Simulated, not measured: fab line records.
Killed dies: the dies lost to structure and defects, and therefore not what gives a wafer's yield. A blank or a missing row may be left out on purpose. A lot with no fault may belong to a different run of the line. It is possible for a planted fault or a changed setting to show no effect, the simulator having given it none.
Matching of chambers    flow n5Finfet    4 sister chambers for N5_BEOL_M3_ETCH_63 on rieDiel-02
The step etches SiARC in CF4, target depth 15.6 nm, time 26 s. 8 wafers are shown with their chamber, then 8 later ones without.

WAFERS WITH THEIR CHAMBER
wafer   chamber  drypumpMotorCurrentA (A)  throttleValvePct (%)
L076.1  2        5.1                       15.71
L077.5  3        5.8                       15.69
L078.1  3        5.8                       15.67
L078.2  0        5.9                       15.06
L081.1  2        5.2                       15.73
L081.2  1        5.4                       15.27
L081.6  1        5.4                       15.29
L091.1  0        5.9                       15.13

WAFERS WITH NO CHAMBER GIVEN
wafer   drypumpMotorCurrentA (A)  throttleValvePct (%)
L091.5  5.9                       15.12
L091.6  5.8                       15.74
L095.1  5.9                       15.14
L095.4  5.5                       15.32
L095.6  5.2                       15.76
L096.2  5.2                       15.77
L096.4  5.4                       15.32
L096.6  5.8                       15.74

EACH ONE'S CHAMBER
wafer   from the rows above  in truth
L091.5  0                    0
L091.6  3                    3
L095.1  0                    0
L095.4  1                    1
L095.6  2                    2
L096.2  2                    2
L096.4  1                    1
L096.6  3                    3
Correctly placed: 8 of 8. Left unplaced by these rows: 0. 0 placed wrongly.
How it was worked out, from the rows above alone: a wafer's distance from a chamber is the root of the sum, over the readings, of the square of ((its reading less the chamber's mean) divided by the reading's scatter). If the next closest chamber is less than 2 further off than the closest, the wafer can't be placed; otherwise it belongs to the closest. For every chamber, the mean is computed from those of its wafers that are shown. The scatter: the root of (the sum of the squares of (reading less its chamber's mean) over the shown wafers, divided by (wafers less chambers)).
